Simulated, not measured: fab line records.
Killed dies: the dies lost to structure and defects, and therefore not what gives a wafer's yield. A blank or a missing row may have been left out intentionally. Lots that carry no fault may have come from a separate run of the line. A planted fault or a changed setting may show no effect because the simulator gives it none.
Which of the tools did it? | flow nand_harc | 23 lots, 69 wafers sampled, at 4 steps of a route of 1159

## WHAT THE GAUGES SHOWED, per wafer
NHARC_A_SGD_CUT_INSPECT_11. Usual: raw_defect_count at 17, with a standard deviation of 8.7.
lot  | measured     | on                | raw_defect_count | flag
L074 | day 13 23:11 | defect_inspect-01 | 5 5 12           |
L075 | day 13 22:58 | defect_inspect-01 | 18 24 19         |
L077 | day 14 04:11 | defect_inspect-02 | 20 13 20         |
L076 | day 14 08:43 | defect_inspect-02 | 9 16 2           |
L078 | day 14 09:14 | defect_inspect-02 | 19 24 16         |
L079 | day 14 09:01 | defect_inspect-01 | 11 11 10         |
L080 | day 15 15:15 | defect_inspect-01 | 18 19 32         |
L081 | day 16 02:30 | defect_inspect-01 | 26 15 37         |
L082 | day 16 04:14 | defect_inspect-02 | 12 7 8           |
L084 | day 16 03:44 | defect_inspect-01 | 13 13 15         |
L083 | day 16 02:18 | defect_inspect-02 | 35 31 32         |
L089 | day 17 02:44 | defect_inspect-01 | 27 29 19         |
L085 | day 17 01:39 | defect_inspect-02 | 15 13 11         |
L086 | day 17 01:46 | defect_inspect-01 | 17 13 9          |
L087 | day 17 01:30 | defect_inspect-02 | 11 11 11         |
L088 | day 17 13:35 | defect_inspect-02 | 37 23 24         |
L090 | day 17 19:29 | defect_inspect-01 | 8 13 5           |
L091 | day 17 23:41 | defect_inspect-01 | 12 9 12          |
L092 | day 18 18:47 | defect_inspect-01 | 28 26 25         |
L094 | day 19 04:35 | defect_inspect-01 | 9 14 6           |
L093 | day 19 04:51 | defect_inspect-02 | 30 30 32         |
L096 | day 19 10:50 | defect_inspect-01 | 34 25 39         |
L097 | day 20 02:44 | defect_inspect-01 | 7 4 6            |

## WHICH TOOL RAN EACH LOT (tool, then ch and the chambers of the sampled wafers, then the start)
lot  | NHARC_A_STAIRCASE_DEP_417       | NHARC_A_STAIRCASE_DEP_322       | NHARC_A_STAIRCASE_DESCUM_443
L074 | pecvd-01 ch 0,1,2, day 12 04:34 | pecvd-03 ch 1,2, day 12 23:44   | rie_diel-03 ch 1,3, day 13 17:13
L075 | pecvd-03 ch 0,1, day 12 06:05   | pecvd-01 ch 0,1,2, day 12 23:39 | rie_diel-01 ch 0,1,3, day 13 16:53
L077 | pecvd-02 ch 1,2, day 12 08:23   | pecvd-01 ch 0,2, day 13 05:47   | rie_diel-03 ch 0,2,3, day 13 22:16
L076 | pecvd-03 ch 0,2, day 12 15:00   | pecvd-01 ch 0,1, day 13 11:28   | rie_diel-01 ch 0,2,3, day 14 02:54
L078 | pecvd-01 ch 0,1, day 12 15:26   | pecvd-01 ch 0,1, day 13 11:05   | rie_diel-03 ch 0,1,2, day 14 03:16
L079 | pecvd-01 ch 0,2, day 12 17:07   | pecvd-02 ch 0,2, day 13 10:59   | rie_diel-08 ch 0,2,3, day 14 03:05
L080 | pecvd-02 ch 0,1,2, day 13 16:41 | pecvd-03 ch 0,1,2, day 14 14:56 | rie_diel-01 ch 0,1,3, day 15 08:41
L081 | pecvd-01 ch 0,2, day 14 04:36   | pecvd-03 ch 1,2, day 15 06:19   | rie_diel-08 ch 0,2,3, day 15 20:19
L082 | pecvd-03 ch 0,2, day 14 05:04   | pecvd-03 ch 0,2, day 15 05:46   | rie_diel-08 ch 1,2,3, day 15 20:24
L084 | pecvd-03 ch 1,2, day 14 07:56   | pecvd-03 ch 0,2, day 15 06:53   | rie_diel-03 ch 1,2,3, day 15 20:20
L083 | pecvd-01 ch 0,1,2, day 14 09:01 | pecvd-03 ch 0,2, day 15 05:11   | rie_diel-03 ch 0,3, day 15 20:16
L089 | pecvd-03 ch 0,1, day 15 02:56   | pecvd-03 ch 1,2, day 16 03:04   | rie_diel-03 ch 2,3, day 16 19:38
L085 | pecvd-03 ch 0,1,2, day 15 03:15 | pecvd-02 ch 1,2, day 16 02:55   | rie_diel-01 ch 0,1,2, day 16 19:31
L086 | pecvd-03 ch 0,1, day 15 08:15   | pecvd-03 ch 1,2, day 16 03:47   | rie_diel-08 ch 1,2,3, day 16 19:34
L087 | pecvd-03 ch 0,1, day 15 08:53   | pecvd-02 ch 0,2, day 16 03:41   | rie_diel-03 ch 0,2,3, day 16 19:37
L088 | pecvd-03 ch 0,1,2, day 15 13:50 | pecvd-02 ch 0,1, day 16 12:56   | rie_diel-08 ch 0,1, day 17 07:43
L090 | pecvd-02 ch 0,1,2, day 15 21:36 | pecvd-03 ch 0,1,2, day 16 19:12 | rie_diel-01 ch 0,1,2, day 17 13:31
L091 | pecvd-02 ch 0,1, day 16 04:15   | pecvd-03 ch 0,1,2, day 17 01:07 | rie_diel-08 ch 1,2,3, day 17 17:44
L092 | pecvd-02 ch 0,1,2, day 16 17:47 | pecvd-02 ch 0,1,2, day 17 15:29 | rie_diel-03 ch 2,3, day 18 12:42
L094 | pecvd-01 ch 0,1,2, day 17 07:53 | pecvd-03 ch 0,1,2, day 18 04:38 | rie_diel-03 ch 0,2,3, day 18 22:43
L093 | pecvd-03 ch 0,2, day 17 09:26   | pecvd-02 ch 0,1, day 18 04:38   | rie_diel-01 ch 0,2, day 18 22:44
L096 | pecvd-01 ch 0,1, day 17 13:26   | pecvd-03 ch 1,2, day 18 12:08   | rie_diel-08 ch 0,2,3, day 19 04:46
L097 | pecvd-03 ch 1,2, day 18 03:01   | pecvd-03 ch 1,2, day 19 01:12   | rie_diel-08 ch 2,3, day 19 20:15
- NHARC_A_STAIRCASE_DEP_417: deposits Si3N4, target thk 60 nm.
- NHARC_A_STAIRCASE_DEP_322: deposits SiO2, target thk 3800 nm.
- NHARC_A_STAIRCASE_DESCUM_443: chemistry O2, time 3 s.

## WHAT THE TOOLS THEMSELVES READ (means of the sampled wafers that have a number; where no wafer has one, the mark that the record gives instead)
NHARC_A_STAIRCASE_DEP_417. Usual: heater_power_w at 687 W, with a standard deviation of 71.
lot  | tool     | heater_power_w (W) | flag
L074 | pecvd-01 | 674                |
L075 | pecvd-03 | 833                |
L077 | pecvd-02 | 657                |
L076 | pecvd-03 | 741                |
L078 | pecvd-01 | 604                |
L079 | pecvd-01 | 753                |
L080 | pecvd-02 | 659                |
L081 | pecvd-01 | 692                |
L082 | pecvd-03 | 656                |
L084 | pecvd-03 | 699                |
L083 | pecvd-01 | 692                |
L089 | pecvd-03 | 742                |
L085 | pecvd-03 | 692                |
L086 | pecvd-03 | 740                |
L087 | pecvd-03 | 718                |
L088 | pecvd-03 | 716                |
L090 | pecvd-02 | 695                |
L091 | pecvd-02 | 671                |
L092 | pecvd-02 | 641                |
L094 | pecvd-01 | 699                |
L093 | pecvd-03 | 658                |
L096 | pecvd-01 | 693                |
L097 | pecvd-03 | 639                |

NHARC_A_STAIRCASE_DEP_322. Usual: heater_power_w at 624 W, with a standard deviation of 78.
lot  | tool     | heater_power_w (W) | flag
L074 | pecvd-03 | 589                |
L075 | pecvd-01 | 627                |
L077 | pecvd-01 | 677                |
L076 | pecvd-01 | 663                |
L078 | pecvd-01 | 608                |
L079 | pecvd-02 | 539                |
L080 | pecvd-03 | 652                |
L081 | pecvd-03 | 643                |
L082 | pecvd-03 | 648                |
L084 | pecvd-03 | 653                |
L083 | pecvd-03 | 569                |
L089 | pecvd-03 | 589                |
L085 | pecvd-02 | 612                |
L086 | pecvd-03 | 583                |
L087 | pecvd-02 | 552                |
L088 | pecvd-02 | 591                |
L090 | pecvd-03 | 630                |
L091 | pecvd-03 | 665                |
L092 | pecvd-02 | 557                |
L094 | pecvd-03 | 685                |
L093 | pecvd-02 | 541                |
L096 | pecvd-03 | 672                |
L097 | pecvd-03 | 604                |

NHARC_A_STAIRCASE_DESCUM_443. Usual: chamber_pressure_mTorr 60.00 mTorr, standard deviation 0.051; drypump_motor_current_A 5.8 A, standard deviation 0.43; oes_product_au 1.003 a.u., standard deviation 0.013; rf_vpp_V 57.7 V, standard deviation 0.93; showerhead_plenum_p_Torr 1.92 Torr, standard deviation 0.079; throttle_valve_pct 11.311 %, standard deviation 0.0086.
lot  | tool        | chamber_pressure_mTorr (mTorr) | drypump_motor_current_A (A) | oes_product_au (a.u.) | rf_vpp_V (V) | showerhead_plenum_p_Torr (Torr) | throttle_valve_pct (%) | flag
L074 | rie_diel-03 | 60.00                          | 5.6                         | 0.994                 | 58.0         | 1.87                            | 11.309                 |
L075 | rie_diel-01 | 59.94                          | 5.3                         | 0.993                 | 58.3         | 1.94                            | 11.316                 |
L077 | rie_diel-03 | 60.06                          | 5.6                         | 1.002                 | 57.9         | 1.93                            | 11.308                 |
L076 | rie_diel-01 | 60.04                          | 5.7                         | 0.998                 | 58.0         | 1.93                            | 11.312                 |
L078 | rie_diel-03 | 60.05                          | 5.6                         | 1.010                 | 57.2         | 1.92                            | 11.316                 |
L079 | rie_diel-08 | 59.98                          | 6.3                         | 1.020                 | 57.3         | 1.89                            | 11.309                 |
L080 | rie_diel-01 | 60.00                          | 5.4                         | 0.996                 | 58.3         | 2.04                            | 11.314                 |
L081 | rie_diel-08 | 59.97                          | 6.3                         | 1.012                 | 57.9         | 1.89                            | 11.310                 |
L082 | rie_diel-08 | 60.07                          | 6.2                         | 1.016                 | 57.7         | 1.87                            | 11.319                 |
L084 | rie_diel-03 | 60.04                          | 5.6                         | 1.002                 | 57.1         | 1.90                            | 11.312                 |
L083 | rie_diel-03 | 60.04                          | 5.7                         | 1.000                 | 57.2         | 1.93                            | 11.306                 |
L089 | rie_diel-03 | 59.99                          | 5.5                         | 1.005                 | 58.6         | 1.93                            | 11.310                 |
L085 | rie_diel-01 | 60.01                          | 5.8                         | 0.989                 | 58.5         | 2.05                            | 11.308                 |
L086 | rie_diel-08 | 59.97                          | 6.2                         | 1.021                 | 57.3         | 1.86                            | 11.314                 |
L087 | rie_diel-03 | 59.99                          | 5.6                         | 1.005                 | 57.3         | 1.92                            | 11.305                 |
L088 | rie_diel-08 | 59.99                          | 6.1                         | 1.010                 | 57.4         | 1.88                            | 11.307                 |
L090 | rie_diel-01 | 60.02                          | 5.8                         | 0.987                 | 58.1         | 2.04                            | 11.322                 |
L091 | rie_diel-08 | 60.01                          | 6.3                         | 1.003                 | 57.8         | 1.86                            | 11.307                 |
L092 | rie_diel-03 | 59.94                          | 5.5                         | 1.013                 | 58.3         | 1.93                            | 11.309                 |
L094 | rie_diel-03 | 59.99                          | 5.6                         | 1.001                 | 57.1         | 1.92                            | 11.308                 |
L093 | rie_diel-01 | 60.01                          | 6.2                         | 0.980                 | 58.0         | 2.03                            | 11.322                 |
L096 | rie_diel-08 | 59.96                          | 6.3                         | 1.015                 | 57.4         | 1.88                            | 11.311                 |
L097 | rie_diel-08 | 60.02                          | 6.3                         | 1.014                 | 57.1         | 1.89                            | 11.310                 |

## THE ANSWER, worked out from the rows above alone
Rule: a lot is off if the mean of its wafers that have a number lies more than 3 standard deviations from the usual mean. Also off: a lot with no number at a reading for which 4 or more lots have one. The other lots that the step has rows for count as sound. Order of review: gauges by route order, followed by the tools' own readings, for which a lot's mean as printed above is used. The first step at which some lot is off is used, and at that step the reading that is off furthest; a lot without a number counts as furthest.
Nothing can be told from this: no lot is off at any reading shown.

## WHAT THE SIMULATOR PUT IN
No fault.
